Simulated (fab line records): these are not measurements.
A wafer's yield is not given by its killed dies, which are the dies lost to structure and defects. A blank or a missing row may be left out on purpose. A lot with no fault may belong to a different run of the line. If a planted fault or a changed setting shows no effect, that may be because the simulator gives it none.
Matching of chambers + flow nand-harc + rie-diel-04 running NHARC_A_CONTACT_ETCH_48: 4 sister chambers
The step etches the open film in CF4, target depth 39 nm, time 65 s. 14 wafers are shown with their chamber, then 7 later ones without.

WAFERS, EACH WITH ITS CHAMBER
| wafer  | chamber | drypump-motor-current-A (A) | showerhead-plenum-p-Torr (Torr) | rf-fwd-power-W (W) |
|--------|---------|-----------------------------|---------------------------------|--------------------|
| L781.2 | 2       | 5.7                         | 1.84                            | 295.3              |
| L781.3 | 3       | 6.3                         | 1.78                            | 297.6              |
| L781.4 | 1       | 5.1                         | 1.75                            | 298.0              |
| L792.2 | 1       | 5.1                         | 1.75                            | 296.1              |
| L792.4 | 2       | 5.7                         | 1.84                            | 295.9              |
| L792.5 | 3       | 6.2                         | 1.78                            | 298.6              |
| L798.2 | 0       | 6.8                         | 1.90                            | 295.2              |
| L798.4 | 1       | 5.1                         | 1.74                            | 297.4              |
| L798.6 | 0       | 6.8                         | 1.90                            | 296.6              |
| L801.1 | 0       | 6.8                         | 1.90                            | 295.3              |
| L801.4 | 1       | 5.1                         | 1.74                            | 296.0              |
| L801.5 | 1       | 5.1                         | 1.74                            | 296.5              |
| L800.2 | 0       | 6.8                         | 1.90                            | 295.7              |
| L800.5 | 0       | 6.8                         | 1.90                            | 296.3              |

SIGNATURES (means of the wafers above)
| reading                  | chamber 0 | chamber 1 | chamber 2 | chamber 3 | scatter within a chamber |
|--------------------------|-----------|-----------|-----------|-----------|--------------------------|
| drypump-motor-current-A  | 6.800     | 5.100     | 5.700     | 6.250     | 0.0224                   |
| showerhead-plenum-p-Torr | 1.9000    | 1.7440    | 1.8400    | 1.7800    | 0.00346                  |
| rf-fwd-power-W           | 295.820   | 296.800   | 295.600   | 298.100   | 0.722                    |
Rule: a wafer's distance from a chamber is the root of the sum, over the readings, of the square of ((its reading less the chamber's mean) divided by the reading's scatter). If the next closest chamber is less than 2 further off than the closest, the wafer can't be placed; otherwise it belongs to the closest. How the scatter is found: for the shown wafers, subtract from each reading the mean of its chamber, square and add these, divide the total by (wafers less chambers), then take the root.

WAFERS WITH NO CHAMBER GIVEN
| wafer  | drypump-motor-current-A (A) | showerhead-plenum-p-Torr (Torr) | rf-fwd-power-W (W) |
|--------|-----------------------------|---------------------------------|--------------------|
| L800.6 | 5.7                         | 1.83                            | 295.4              |
| L802.1 | 5.7                         | 1.83                            | 294.3              |
| L802.5 | 6.2                         | 1.77                            | 297.7              |
| L802.6 | 6.8                         | 1.90                            | 297.8              |
| L803.1 | 6.2                         | 1.77                            | 298.2              |
| L803.2 | 5.7                         | 1.83                            | 295.1              |
| L803.6 | 6.3                         | 1.77                            | 297.4              |

CHAMBER TAKEN BY EACH
| wafer  | from the rows above | in truth |
|--------|---------------------|----------|
| L800.6 | 2                   | 2        |
| L802.1 | 2                   | 2        |
| L802.5 | 3                   | 3        |
| L802.6 | 0                   | 0        |
| L803.1 | 3                   | 3        |
| L803.2 | 2                   | 2        |
| L803.6 | 3                   | 3        |
Correct placement for 7 of the 7. Number that these rows cannot place: 0. 0 placed wrongly.
